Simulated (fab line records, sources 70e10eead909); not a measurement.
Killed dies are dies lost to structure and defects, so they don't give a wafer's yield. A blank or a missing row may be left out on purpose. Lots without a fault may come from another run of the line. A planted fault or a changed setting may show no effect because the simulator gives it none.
fab line records | flow nand_harc
record lots=7 wafers=21 last_day=34
route steps=1302 shown A_CONTACT@1055 END@1302
lots that met no fault: from a run of the same line without faults
start_h: hours from the record's first day to the start of the lot's first wafer shown | wait_h: hours since the lot's step before | " the same as in the row above | L1.1+2: a row that stands for several wafers | - no value, or no start given | * or withheld: withheld | < > ~ a bound
route shown NAME@n: a module of which the file shows steps, and the number in the route of the first | usual: mean/standard deviation of fault-free wafers | same: alike in all rows | chamber/n: place in a boat | sites: the reading at each site | _std_site: their standard deviation | _edge_site: outer sites' mean less inner sites' | radius_mm: how far each site lies from the wafer's centre | mask NAME#n: copy n | behind: the tool/chamber that last shaped the wafer | hold: why the lot was held/for how many hours/how that ended | device: the transistor (n, p or np) that didn't switch | end of line: the same wafers' tests at the end of the route | a step without rows: its recipe alone | killed: dies lost to structure and defects at the first sort, not the wafer's yield | map: a wafer's dies, x killed, . not, _ none there
set.NAME: the setting as run; set.NAME@STEP: as run at that earlier step | model.NAME: the simulator's own value behind a step, which no gauge read
lots at some steps of the route; a table a step, a row a wafer
services: from which hour (start_h, from the record's first day; less than 0 if before it) a tool's chamber was out of use, for how many hours, and why
## steps
# step NHARC_A_CONTACT_ETCH_132
# recipe source_w=withheld pressure_mtorr=20 bias_v=3000 time_s=197 target_depth_a=19240 ar_flow_sccm=withheld c4f8_flow_sccm=withheld o2_flow_sccm=withheld chemistry=C4F8/O2/Ar
# step NHARC_A_CONTACT_ETCH_133
# recipe source_w=withheld pressure_mtorr=20 bias_v=400 time_s=374 target_depth_a=16100 ar_flow_sccm=withheld c4f8_flow_sccm=11.5 o2_flow_sccm=7.2 chemistry=C4F8/O2/Ar
# usual oes_air_line_au=1.002/0.019
# columns lot.wafer tool chamber start_h wait_h oes_air_line_au rf_hours_counter_h
L865.1 har_cap_etch-03 1 578.14 0.2 1.029 53
L865.3 " 0 " " 0.994 -
L865.6 " 1 " " 0.989 -
L868.1 har_cap_etch-03 0 599.54 0.1 1.011 60
L868.3 " 1 " " 1.013 -
L868.6 " 0 " " 1.016 -
L872.1 har_cap_etch-01 1 665.83 0.2 1.021 26
L872.4 " 0 " " 0.987 -
L872.3 " 1 " " 1.024 -
L875.1 har_cap_etch-02 0 678.08 0.2 0.979 124
L875.4 " 1 " " 1.023 -
L875.6 " 0 " " 0.980 -
L873.2 har_cap_etch-01 0 678.23 0.2 0.978 28
L873.4 " 0 " " 1.016 -
L873.6 " 0 " " 0.966 -
L877.2 har_cap_etch-03 1 709.13 0.2 0.993 77
L877.3 " 1 " " 0.987 -
L877.6 " 1 " " 0.990 -
L878.1 har_cap_etch-03 0 768.31 0.2 0.991 87
L878.4 " 1 " " 0.978 -
L878.5 " 0 " " 0.994 -
# step NHARC_A_CONTACT_ETCH_91
# recipe target_depth_a=400 over_etch_frac=0.5 time_s=85.7 ion_energy_ev=120 ch3f_flow_sccm=50 o2_flow_sccm=30 ar_flow_sccm=200 rf_w=500 bias_w=100 chemistry=CH3F/O2
# usual drypump_motor_current_A=5.8/0.45 oes_product_au=0.933/0.022 rf_vpp_V=244.4/1.4 showerhead_plenum_p_Torr=2.47/0.081 throttle_valve_pct=20.665/0.0092
# columns lot.wafer tool chamber start_h wait_h drypump_motor_current_A oes_product_au rf_hours_counter_h rf_vpp_V showerhead_plenum_p_Torr throttle_valve_pct
L865.3 rie_diel-11 3 578.86 0.6 5.0 0.941 48 242.9 2.41 20.647
L865.1 " 0 " " 6.3 0.932 52 245.0 2.51 20.664
L865.6 " 3 " " 5.0 0.948 - 244.9 2.41 20.654
L868.3 rie_diel-07 1 600.36 0.5 5.9 0.934 20 244.6 2.54 20.672
L868.1 " 3 " " 5.6 0.922 20 245.0 2.58 20.660
L868.6 " 1 " " 5.9 0.919 - 244.7 2.54 20.648
L872.3 rie_diel-12 3 666.56 0.5 6.1 0.920 14 243.7 2.36 20.675
L872.4 " 1 " " 5.5 0.937 13 244.4 2.48 20.660
L872.1 " 2 " " 5.5 0.926 12 244.1 2.50 20.666
L875.1 rie_diel-07 2 678.92 0.7 6.1 0.913 3 245.0 2.48 20.665
L875.4 " 0 " " 6.3 0.925 3 241.7 2.34 20.654
L875.6 " 3 " " 5.6 0.937 - 247.7 2.57 20.658
L873.2 rie_diel-07 1 679.02 0.7 5.9 0.928 3 246.2 2.54 20.675
L873.4 " 2 " " 6.1 0.925 3 243.8 2.48 20.685
L873.6 " 0 " " 6.3 0.923 - 241.4 2.34 20.662
L877.2 rie_diel-07 0 709.85 0.6 6.3 0.927 10 241.7 2.33 20.670
L877.3 " 3 " " 5.6 0.934 9 247.4 2.57 20.661
L877.6 " 0 " " 6.3 0.929 - 243.4 2.33 20.661
L878.4 rie_diel-07 3 769.03 0.6 5.6 0.924 16 244.7 2.57 20.658
L878.1 " 1 " " 5.9 0.926 14 245.7 2.54 20.660
L878.5 " 0 " " 6.3 0.918 - 242.2 2.33 20.658
# step NHARC_A_CONTACT_ETCH_97
# recipe target_depth_a=200 over_etch_frac=0.5 time_s=10 ion_energy_ev=250 c4f6_flow_sccm=25 o2_flow_sccm=20 ar_flow_sccm=500 rf_w=600 bias_w=500 chemistry=C4F6/O2
# step NHARC_A_CONTACT_CD_MEAS_80
# usual cd_nm=289.6/0.62
# columns lot.wafer tool chamber start_h wait_h cd_nm
L865.1 cd_sem-03 - 579.08 - 289.0
L865.3 " - " " 288.8
L865.6 " - " " 288.9
L868.1 cd_sem-02 - 600.58 - 289.2
L868.3 " - " " 289.7
L868.6 " - " " 289.4
L872.1 cd_sem-03 - 666.87 - 289.1
L872.3 " - " " 289.5
L872.4 " - " " 289.1
L875.1 cd_sem-03 - 679.17 - 288.5
L875.4 " - " " 288.8
L875.6 " - " " 288.8
L873.2 cd_sem-02 - 679.22 - 290.5
L873.4 " - " " 291.0
L873.6 " - " " 290.9
L877.2 cd_sem-02 - 710.07 - 289.7
L877.3 " - " " 290.0
L877.6 " - " " 289.7
L878.1 cd_sem-01 - 769.24 - 288.9
L878.4 " - " " 289.0
L878.5 " - " " 289.6
# step NHARC_A_CONTACT_STRIP_103
# recipe n2_flow_sccm=150 h2_flow_sccm=150 ar_flow_sccm=0 bias_w=0 chemistry=N2/H2
# step NHARC_A_CONTACT_STRIP_104
# recipe cf4_flow_sccm=100 chf3_flow_sccm=30 ar_flow_sccm=0 bias_w=0 chemistry=CF4/CHF3
# step NHARC_A_CONTACT_STRIP_105
# recipe o2_flow_sccm=400 cos_flow_sccm=20 ar_flow_sccm=0 bias_w=0 chemistry=O2/COS
# step NHARC_A_CONTACT_ETCH_106
# recipe target_depth_a=900 overetch_a=90 time_s=49.5 ion_energy_ev=100 cf4_flow_sccm=80 o2_flow_sccm=20 ar_flow_sccm=0 rf_w=300 bias_w=100 chemistry=CF4/O2
# step NHARC_A_CONTACT_STRIP_82
# recipe o2_flow_sccm=500 ar_flow_sccm=0 bias_w=0 chemistry=O2
# usual drypump_motor_current_A=5.8/0.43 oes_product_au=0.997/0.007 rf_vpp_V=57.8/0.85 showerhead_plenum_p_Torr=3.54/0.11 throttle_valve_pct=17.037/0.0092
# columns lot.wafer tool chamber start_h wait_h drypump_motor_current_A oes_product_au rf_hours_counter_h rf_vpp_V showerhead_plenum_p_Torr throttle_valve_pct
L865.1 rie_diel-12 3 - - 6.1 0.997 37 56.7 3.40 17.037
L865.3 " 2 " " 5.5 0.980 35 57.4 3.60 17.025
L865.6 " 3 " " 6.1 1.002 - 58.4 3.40 17.058
L868.1 rie_diel-07 2 - - 6.1 0.990 21 58.8 3.57 17.029
L868.3 " 0 " " 6.3 0.991 20 58.1 3.36 17.049
L868.6 " 3 " " 5.6 0.997 - 57.5 3.69 17.044
L872.3 rie_diel-07 1 - - 5.9 0.993 1 57.9 3.64 17.050
L872.4 " 2 " " 6.1 0.991 1 58.1 3.56 17.052
L872.1 " 3 " " 5.6 1.005 1 58.6 3.69 17.039
L875.4 rie_diel-07 3 - - 5.6 1.005 3 57.6 3.69 17.037
L875.1 " 1 " " 5.9 1.006 3 57.9 3.64 17.039
L875.6 " 3 " " 5.6 0.994 - 56.9 3.69 17.034
L873.4 rie_diel-12 0 - - 5.0 1.002 20 57.5 3.39 17.025
L873.2 " 1 " " 5.5 0.997 19 58.1 3.56 17.044
L873.6 " 3 " " 6.1 0.998 - 57.5 3.39 17.029
L877.3 rie_diel-11 3 - - 5.0 1.004 36 58.2 3.44 17.028
L877.2 " 1 " " 6.2 0.999 34 57.3 3.61 17.028
L877.6 " 3 " " 5.0 1.011 - 58.3 3.44 17.034
L878.1 rie_diel-07 1 - - 5.9 0.998 14 58.7 3.64 17.034
L878.4 " 3 " " 5.6 1.011 16 58.0 3.68 17.038
L878.5 " 1 " " 6.0 1.000 - 57.8 3.64 17.026
# step NHARC_A_CONTACT_STRIP_83
# recipe time_s=600 temp_c=30 chemistry=post_etch_residue_remover
# step NHARC_A_CONTACT_DEP_84
# recipe target_thk_a=28000 temp_c=400 material=aC
# usual throttle_valve_pct=35.000/0.0091
# columns lot.wafer tool chamber start_h wait_h throttle_valve_pct
L865.1 acl_dep-02 0 581.55 - 35.004
L865.3 " 0 " " 35.003
L865.6 " 0 " " 34.997
L868.1 acl_dep-01 0 601.83 - 35.011
L868.3 " 0 " " 34.998
L868.6 " 0 " " 35.003
L872.1 acl_dep-02 0 674.08 - 34.987
L872.3 " 0 " " 34.998
L872.4 " 0 " " 34.977
L875.1 acl_dep-03 0 680.12 - 34.995
L875.4 " 0 " " 35.011
L875.6 " 0 " " 34.983
L873.2 acl_dep-01 0 681.56 - 35.008
L873.4 " 0 " " 35.002
L873.6 " 0 " " 34.992
L877.2 acl_dep-01 0 712.87 - 35.000
L877.3 " 0 " " 35.013
L877.6 " 0 " " 35.006
L878.1 acl_dep-03 0 770.62 - 34.993
L878.4 " 0 " " 35.004
L878.5 " 0 " " 35.010
# step NHARC_A_CONTACT_DEP_85
# recipe target_thk_a=600 target_thk_nm=60 temp_c=400 pressure_torr=3.5 flow_sccm=200 rf_w=350 material=SiON
# usual chamber_pressure_Torr=3.501/0.0076 heater_power_w=736/79
# columns lot.wafer tool chamber start_h wait_h chamber_pressure_Torr heater_power_w
L865.3 pecvd-01 2 583.29 0.9 3.495 802
L865.1 " 1 " " 3.506 680
L865.6 " 2 " " 3.505 789
L868.1 pecvd-04 0 603.62 1.5 3.501 690
L868.3 " 1 " " 3.520 701
L868.6 " 2 " " 3.508 861
L872.1 pecvd-04 2 675.81 1.4 3.497 745
L872.3 " 0 " " 3.513 687
L872.4 " 1 " " 3.493 799
L875.1 pecvd-04 1 681.92 1.5 3.510 764
L875.4 " 2 " " 3.496 775
L875.6 " 1 " " 3.502 771
L873.2 pecvd-04 2 683.03 1.2 3.496 744
L873.6 " 2 " " 3.511 764
L873.4 " 1 " " 3.494 793
L877.2 pecvd-01 1 714.29 1.1 3.504 722
L877.3 " 2 " " 3.491 733
L877.6 " 1 " " 3.502 724
L878.1 pecvd-01 2 772.33 1.4 3.497 786
L878.4 " 0 " " 3.498 605
L878.5 " 1 " " 3.496 728
# step NHARC_A_CONTACT_DEHYDRATE_00
# recipe temp_c=150 time_s=120
# step NHARC_A_CONTACT_HMDS_01
# recipe time_s=30
# step NHARC_A_CONTACT_COAT_86
# recipe temp_c=260 time_s=75
# step NHARC_A_CONTACT_COAT_87
# recipe temp_c=225 time_s=65
# step NHARC_A_CONTACT_COAT_02
# recipe spin_rpm=1500 resist_thk_nm=90
# step NHARC_A_CONTACT_SOFTBAKE_03
# recipe temp_c=105 time_s=55
# step NHARC_A_CONTACT_EBR_04
# step NHARC_A_CONTACT_EXPOSE_05
# recipe na=1.35 sigma_outer=0.8 dose_mj=84.24 mask_id=A_CC
# step NHARC_A_CONTACT_PEB_06
# recipe peb_temp_c=100 peb_time_s=65
# step NHARC_A_CONTACT_DEVELOP_07
# recipe develop_time_s=35 dev_temp_c=23
# step NHARC_A_CONTACT_CD_MEAS_08
# recipe target_cd_nm=200 landing_energy_ev=500
# usual cd_nm=200.0/0.5
# columns lot.wafer tool chamber start_h wait_h cd_nm
L865.1 cd_sem-01 0 583.88 - 200.7
L865.3 " 0 " " 200.9
L865.6 " 0 " " 200.9
L868.1 cd_sem-02 0 604.31 - 199.6
L868.3 " 0 " " 199.1
L868.6 " 0 " " 199.8
L872.1 cd_sem-01 0 676.53 - 200.3
L872.3 " 0 " " 199.6
L872.4 " 0 " " 199.8
L875.1 cd_sem-02 0 682.47 - 200.9
L875.4 " 0 " " 200.3
L875.6 " 0 " " 200.0
L873.2 cd_sem-01 0 683.63 - 200.1
L873.4 " 0 " " 200.0
L873.6 " 0 " " 200.1
L877.2 cd_sem-03 0 715.02 - 200.4
L877.3 " 0 " " 201.0
L877.6 " 0 " " 200.2
L878.1 cd_sem-03 0 772.93 - 199.8
L878.4 " 0 " " 200.1
L878.5 " 0 " " 200.4
# step NHARC_A_CONTACT_OVL_MEAS_09
# usual overlay_x_nm=0.3/0.86 overlay_y_nm=0.2/0.81
# columns lot.wafer tool chamber start_h wait_h overlay_x_nm overlay_y_nm
L865.1 overlay-02 - 583.97 - 0.0 0.0
L865.3 " - " " -0.1 0.2
L865.6 " - " " -0.1 -0.6
L868.1 overlay-02 - 604.39 - -0.6 1.3
L868.3 " - " " -0.3 1.4
L868.6 " - " " -0.8 1.4
L872.1 overlay-02 - 676.62 - 1.1 1.2
L872.3 " - " " 1.0 0.8
L872.4 " - " " 0.7 0.7
L875.1 overlay-01 - 682.56 - -1.6 0.8
L875.4 " - " " -1.6 1.0
L875.6 " - " " -1.6 1.0
L873.2 overlay-01 - 683.72 - -0.4 0.4
L873.4 " - " " -0.5 0.3
L873.6 " - " " -0.2 0.1
L877.2 overlay-02 - 715.11 - -0.8 0.5
L877.3 " - " " -0.7 0.0
L877.6 " - " " -1.2 0.3
L878.1 overlay-02 - 773.02 - 0.1 -0.4
L878.4 " - " " 0.0 -0.5
L878.5 " - " " 0.7 -1.0
# step NHARC_A_CONTACT_INSPECT_10
# usual raw_defect_count=82/34
# columns lot.wafer tool chamber start_h wait_h raw_defect_count
L865.1 defect_inspect-02 - 584.00 0.0 84
L865.3 " - " " 69
L865.6 " - " " 71
L868.1 defect_inspect-01 - 604.43 0.0 115
L868.3 " - " " 109
L868.6 " - " " 110
L872.1 defect_inspect-01 - 676.66 0.0 733
L872.3 " - " " 692
L872.4 " - " " 747
L875.1 defect_inspect-01 - 682.59 0.0 759
L875.4 " - " " 790
L875.6 " - " " 765
L873.2 defect_inspect-02 - 683.76 0.0 741
L873.4 " - " " 724
L873.6 " - " " 758
L877.2 defect_inspect-01 - 715.14 0.0 83
L877.3 " - " " 91
L877.6 " - " " 107
L878.1 defect_inspect-02 - 773.05 0.0 74
L878.4 " - " " 62
L878.5 " - " " 54
# step NHARC_A_CONTACT_DESCUM_13
# recipe time_s=3 o2_flow_sccm=200 ar_flow_sccm=0 bias_power_w=0 chemistry=O2
# usual drypump_motor_current_A=5.8/0.44 oes_product_au=0.997/0.0081 rf_vpp_V=57.8/0.77 showerhead_plenum_p_Torr=1.92/0.065 throttle_valve_pct=11.313/0.0083
# columns lot.wafer tool chamber start_h wait_h drypump_motor_current_A oes_product_au rf_hours_counter_h rf_vpp_V showerhead_plenum_p_Torr throttle_valve_pct
L865.3 rie_diel-07 3 584.06 0.1 5.6 1.000 17 58.2 2.01 11.326
L865.1 " 2 " " 6.1 0.995 16 57.6 1.94 11.331
L865.6 " 0 " " 6.3 0.991 - 56.5 1.82 11.306
L868.3 rie_diel-07 0 604.50 0.1 6.3 0.995 21 56.7 1.82 11.304
L868.1 " 1 " " 5.9 0.995 20 58.5 1.98 11.308
L868.6 " 0 " " 6.3 0.975 - 57.0 1.82 11.318
L872.3 rie_diel-11 2 676.73 0.1 6.1 1.006 23 58.1 1.94 11.312
L872.1 " 3 " " 5.0 0.981 23 57.2 1.87 11.318
L872.4 " 3 " " 5.0 0.997 - 59.1 1.87 11.312
L875.4 rie_diel-12 3 682.67 0.1 6.1 0.998 19 57.5 1.83 11.308
L875.1 " 0 " " 5.0 1.006 20 57.6 1.83 11.309
L875.6 " 2 " " 5.5 1.000 - 59.9 1.95 11.306
L873.2 rie_diel-11 2 683.82 0.1 6.1 1.013 26 58.7 1.93 11.308
L873.4 " 3 " " 5.0 1.007 25 56.9 1.87 11.318
L873.6 " 2 " " 6.1 0.996 - 57.2 1.93 11.313
L877.3 rie_diel-07 1 715.20 0.1 5.9 1.002 9 58.8 1.98 11.320
L877.2 " 2 " " 6.1 0.992 9 58.3 1.93 11.317
L877.6 " 2 " " 6.1 0.997 - 58.2 1.93 11.309
L878.4 rie_diel-12 3 773.13 0.1 6.1 0.996 46 56.7 1.82 11.317
L878.1 " 0 " " 5.0 0.999 48 59.0 1.83 11.309
L878.5 " 1 " " 5.5 0.999 - 58.0 1.92 11.318
# step NHARC_END_SORT_01
# recipe temp_c=25
# usual killed_at_array=58/15 killed_at_other=0.8/1.2 killed_at_periphery=3.5/2.5 killed_dies=62/15 killed_open=3.2/1.7 killed_short=2.4/1.5
# same gross_dies=677
# columns lot.wafer tool chamber start_h wait_h killed_at_array killed_at_other killed_at_periphery killed_dies killed_open killed_short
L872.1 prober-02 0 723.47 2.5 123 0 1 124 2 3
L872.3 prober-02 0 725.09 3.1 152 0 1 153 4 2
L872.4 prober-02 0 725.90 3.4 147 0 4 151 0 4
L875.1 prober-02 0 733.34 2.5 130 0 6 136 4 3
L875.4 prober-02 0 735.68 3.3 112 0 2 114 4 3
L875.6 prober-02 0 737.24 3.9 150 0 1 151 2 3
L873.2 prober-01 0 734.22 2.8 114 0 4 118 6 3
L873.4 prober-01 0 735.84 3.4 153 1 2 156 1 1
L873.6 prober-01 0 737.46 4.0 116 0 1 117 5 1
# killed by level:class
L872.1 A_SLIT:chamber_film_flake=41 A_CONTACT:unspecified=40 A_CHANNEL_HOLE_D1:chamber_film_flake=34 A_BONDPAD:chamber_film_flake=2 A_CHANNEL_HOLE_D1:geometric_particle:short=1 A_CHANNEL_FILL_D1:geometric_particle:open=1 A_CHANNEL_FILL_D1:geometric_particle:short=1 A_DECK1_JOINT:geometric_particle:short=1
L872.3 A_CONTACT:unspecified=85 A_CHANNEL_HOLE_D1:chamber_film_flake=29 A_SLIT:chamber_film_flake=23 A_STAIRCASE:chamber_film_flake=3 A_ONON_D1:geometric_particle:open=2 A_CHANNEL_FILL_D2:chamber_film_flake=2 A_BONDPAD:chamber_film_flake=2 A_CHANNEL_HOLE_D1:geometric_particle:short=1
L872.4 A_CONTACT:unspecified=87 A_CHANNEL_HOLE_D1:chamber_film_flake=30 A_SLIT:chamber_film_flake=25 P_CONTACT:geometric_particle:short=1 P_M0:geometric_particle:short=1 A_DECK1_JOINT:geometric_particle:short=1 A_CHANNEL_FILL_D2:geometric_particle:short=1 P_STI:chamber_film_flake=1
L875.1 A_CONTACT:unspecified=79 A_SLIT:chamber_film_flake=16 A_CHANNEL_HOLE_D1:chamber_film_flake=11 A_CHANNEL_HOLE_D2:chamber_film_flake=11 A_CHANNEL_FILL_D2:chamber_film_flake=3 A_STAIRCASE:chamber_film_flake=3 A_CONTACT:chamber_film_flake=3 A_WL_FILL:geometric_particle:short=2
L873.2 A_CONTACT:unspecified=47 A_CHANNEL_HOLE_D1:chamber_film_flake=29 A_CHANNEL_HOLE_D2:chamber_film_flake=13 A_CONTACT:chamber_film_flake=8 A_STAIRCASE:chamber_film_flake=7 P_M0:geometric_particle:open=2 A_SLIT:chamber_film_flake=2 A_CHANNEL_FILL_D1:geometric_particle:open=2
L875.4 A_CONTACT:unspecified=45 A_SLIT:chamber_film_flake=31 A_CHANNEL_HOLE_D2:chamber_film_flake=15 A_CHANNEL_HOLE_D1:chamber_film_flake=9 A_CONTACT:chamber_film_flake=3 A_ONON_D2:geometric_particle:short=2 A_CHANNEL_FILL_D2:chamber_film_flake=2 P_CONTACT:geometric_particle:open=1
L873.4 A_CONTACT:unspecified=85 A_CHANNEL_HOLE_D1:chamber_film_flake=28 A_CHANNEL_HOLE_D2:chamber_film_flake=20 A_SLIT:chamber_film_flake=8 A_CONTACT:chamber_film_flake=5 A_STAIRCASE:chamber_film_flake=4 P_CONTACT:geometric_particle:open=1 P_BONDPAD:chamber_film_flake=1
L875.6 A_CONTACT:unspecified=80 A_CHANNEL_HOLE_D2:chamber_film_flake=21 A_SLIT:chamber_film_flake=21 A_CONTACT:chamber_film_flake=9 A_CHANNEL_HOLE_D1:chamber_film_flake=6 A_STAIRCASE:chamber_film_flake=4 A_ZERO_WELL:chamber_film_flake=2 A_ONON_D1:geometric_particle:open=1
L873.6 A_CONTACT:unspecified=48 A_CHANNEL_HOLE_D1:chamber_film_flake=31 A_CHANNEL_HOLE_D2:chamber_film_flake=25 A_WL_FILL:geometric_particle:open=2 A_STAIRCASE:chamber_film_flake=2 A_SLIT:chamber_film_flake=2 A_ONON_D1:geometric_particle:open=1 A_CHANNEL_FILL_D1:geometric_particle:open=1
# map L872.3 (x killed, . not)
____________.____________
_________......._________
_______..........._______
______.............______
_____..............._____
____.................____
____.................____
___...........xx.x....___
___..........xx.xxx.x.___
__..........xxxxxxx....__
__..........xxxxxxxx...__
_....x..x...xxxxxxxx...._
_.........xxxxxxxxxxx..._
_...........xxxxxxxx...._
_.....x.....xxxxxxxx...._
_..........xxxxxxxxxx..._
.............xxxxxx......
....x......x.xxxxx.....x.
............x.xxx.x.....x
........x.....x...x......
x.........x.x...x........
_......................._
_................x......_
_.......xx.x............_
_........xxxxx.........._
_.........x.x..........._
__.....x.xxx...........__
__........xxxxx........__
___...x..xxxxx........___
___.....xxxxxx........___
____....xxxxx........____
____...xxxxxxxx......____
_____...x.xxx......._____
______x..x..x......______
_______..x..x....._______
_________......._________
____________.____________
# map L873.4 (x killed, . not)
____________.____________
_________.....x._________
_______..........._______
______.............______
_____...x..x........_____
____.................____
____..........x......____
___......x..x.........___
___........xx..x.....x___
__.........xxx.........__
__..........x...x.x...x__
_...x.......xxxxx......._
_.........x.xxxxx.x....._
_.......x..xxxxxxxxxx..._
_x..........xxxxxxx....._
_.........xxxxxxxxxx...._
.........xxxxxxxxxxx....x
............xxxxxxxxx....
.............xxxxxxxx....
............xxxxxxxx.....
............xxxxxxxx.....
_..x..........xxxx......_
_........x....xxx.xx...._
_........x.....xx......._
_.......x.x.....xx......_
_.......x...x..........._
__.x..xx.xx.xx.........__
__.....xx.x..x.........__
___....xxxxxx.........___
___.....xxx.x.........___
____....xxx..x.......____
____.....xxx.x.......____
_____...x..x........_____
______.............______
_______.x........._______
_________......._________
____________.____________
## services
# columns tool chamber start_h hours kind
acl_dep-01 - 555.18 13.0 pm
rie_diel-12 3 562.56 6.0 repair
rie_diel-11 3 579.65 3.0 repair
pecvd-04 - 605.56 0.6 repair
acl_dep-02 - 609.09 13.0 pm
rie_diel-11 - 609.54 9.0 pm
har_cap_etch-01 - 610.08 0.4 repair
rie_diel-12 - 622.57 9.0 pm
har_cap_etch-01 - 630.10 2.5 repair
pecvd-04 - 631.00 13.0 pm
rie_diel-07 - 648.31 9.0 pm
har_cap_etch-03 - 654.22 0.4 repair
pecvd-01 2 658.08 21.1 repair
acl_dep-03 - 664.18 13.0 pm
rie_diel-11 1 673.45 4.3 repair
pecvd-01 - 673.57 13.0 pm
rie_diel-12 - 693.04 1.3 repair
rie_diel-11 0 705.57 9.4 repair
rie_diel-11 2 721.15 15.0 repair
acl_dep-01 - 736.18 13.0 pm
rie_diel-07 - 741.43 4.2 repair
rie_diel-11 1 742.34 9.4 repair
rie_diel-11 2 755.15 1.3 repair
pecvd-04 1 767.20 6.9 repair
## key
first_sign step=NHARC_A_CONTACT_INSPECT_10 reading=raw_defect_count direction=up sigmas=20 usual=82 struck=745
effect step=NHARC_END_SORT_01 reading=killed_dies direction=up sigmas=4.9 usual=62 struck=136
more_kills_born_at NHARC_A_CONTACT_DEP_85@pecvd-04=596
met_at NHARC_A_CONTACT_DEP_85
struck_wafers L872.1,L872.3,L872.4,L873.2,L873.4,L873.6,L875.1,L875.4,L875.6
tester_left_out L872,L873,L875
onset_between 603.62 675.81
fault kind=chamber_particle_source tool=pecvd-04 chamber=- onset_h=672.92 steps=NHARC_A_CONTACT_DEP_85 rate_per_visit_cm2=0.99084 end_h=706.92
# tester_left_out: of these lots the tester's yield and bins aren't shown, on N5 and GAA mostly nor the transistor test; their killed dies are dies lost to structure and defects alone, not to doping, threshold or leakage, so they don't give the yield
